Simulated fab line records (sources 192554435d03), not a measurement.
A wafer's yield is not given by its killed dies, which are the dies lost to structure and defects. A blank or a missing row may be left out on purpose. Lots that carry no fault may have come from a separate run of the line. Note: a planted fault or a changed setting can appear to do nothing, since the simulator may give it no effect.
Chamber matching / flow n5 finfet / N5_BEOL_M7_CURE_75 on uv cure-03: 3 sister chambers
The step cures SiCOH lowk, time 120 s. 3 wafers are shown with their chamber, then 9 later ones without.

WAFERS WITH THEIR CHAMBER
wafer=L076.6; chamber=0; wafer_temp_C_max=371.4
wafer=L079.6; chamber=1; wafer_temp_C_max=372.7
wafer=L084.6; chamber=2; wafer_temp_C_max=372.2

WAFERS WITH NO CHAMBER GIVEN
wafer=L087.2; wafer_temp_C_max=373.1
wafer=L087.3; wafer_temp_C_max=372.5
wafer=L087.6; wafer_temp_C_max=371.7
wafer=L094.1; wafer_temp_C_max=371.6
wafer=L094.5; wafer_temp_C_max=371.7
wafer=L094.6; wafer_temp_C_max=371.4
wafer=L095.2; wafer_temp_C_max=371.5
wafer=L095.5; wafer_temp_C_max=371.4
wafer=L095.6; wafer_temp_C_max=371.7

THE CHAMBER EACH PASSED THROUGH
wafer=L087.2; from the rows above=1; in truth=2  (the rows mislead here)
wafer=L087.3; from the rows above=can't be placed: 1 or 2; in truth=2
wafer=L087.6; from the rows above=can't be placed: 0 or 2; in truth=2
wafer=L094.1; from the rows above=can't be placed: 0 or 2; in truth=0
wafer=L094.5; from the rows above=can't be placed: 0 or 2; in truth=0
wafer=L094.6; from the rows above=0; in truth=0
wafer=L095.2; from the rows above=0; in truth=0
wafer=L095.5; from the rows above=0; in truth=0
wafer=L095.6; from the rows above=can't be placed: 0 or 2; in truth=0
Correct placement for 3 of the 9. From these rows, 5 cannot be placed; in 5 the true chamber is one of the candidates. Wrongly placed: 1.
How it was worked out, from the rows above alone: a wafer's distance from a chamber is the root of the sum, over the readings, of the square of ((its reading less the chamber's mean) divided by the reading's scatter). If the next closest chamber is less than 2 further off than the closest, the wafer can't be placed; otherwise it belongs to the closest. A chamber's mean is the mean of its shown wafers. The scatter: with one shown wafer a chamber, the root of the mean of the squares of how far each hidden wafer lies from its nearest shown one.
